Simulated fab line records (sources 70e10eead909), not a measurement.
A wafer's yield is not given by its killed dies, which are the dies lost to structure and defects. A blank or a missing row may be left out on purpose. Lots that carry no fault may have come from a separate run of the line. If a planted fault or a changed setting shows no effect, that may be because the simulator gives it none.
Matching of chambers ; flow nand-harc ; NHARC_A_WL_FILL_ETCHBACK_16 on rie-diel-08 has 4 sister chambers
The step etches the open film in C4F8/O2/Ar, target depth 88 nm, time 17.6 s. 7 wafers are shown with their chamber, then 8 later ones without.

## WAFERS PAIRED WITH THEIR CHAMBERS
wafer;chamber;rf-vpp-V (V);bias-w (W)
L883.4;1;731;799.6
L892.2;3;718;805.2
L892.4;2;726;799.2
L894.2;3;717;800.6
L894.3;0;730;798.6
L894.6;0;730;798.0
L902.1;2;726;799.1

## WAFERS WITHOUT THEIR CHAMBER
wafer;rf-vpp-V (V);bias-w (W)
L902.2;717;799.1
L902.3;729;799.4
L903.2;724;804.4
L903.3;729;798.0
L903.6;718;799.2
L904.2;729;802.0
L904.3;730;794.2
L904.6;729;794.6

## WHICH CHAMBER EACH ONE RAN IN
wafer;from the rows above;in truth
L902.2;3;3
L902.3;0;0
L903.2;2;2
L903.3;0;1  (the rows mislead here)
L903.6;3;3
L904.2;can't be placed: 0 or 1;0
L904.3;can't be placed: 0 or 1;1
L904.6;0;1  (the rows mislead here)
4 of 8 placed correctly. Not placeable from these rows: 2 (in 2, the candidates include the true chamber). 2 placed wrongly.
How it was worked out, from the rows above alone: a wafer's distance from a chamber is the root of the sum, over the readings, of the square of ((its reading less the chamber's mean) divided by the reading's scatter). The wafer belongs to the nearest chamber; if the next one is less than 2 further off, it can't be placed. Each chamber's mean is taken over the wafers shown for it. The scatter: the root of (the sum of the squares of (reading less its chamber's mean) over the shown wafers, divided by (wafers less chambers)).
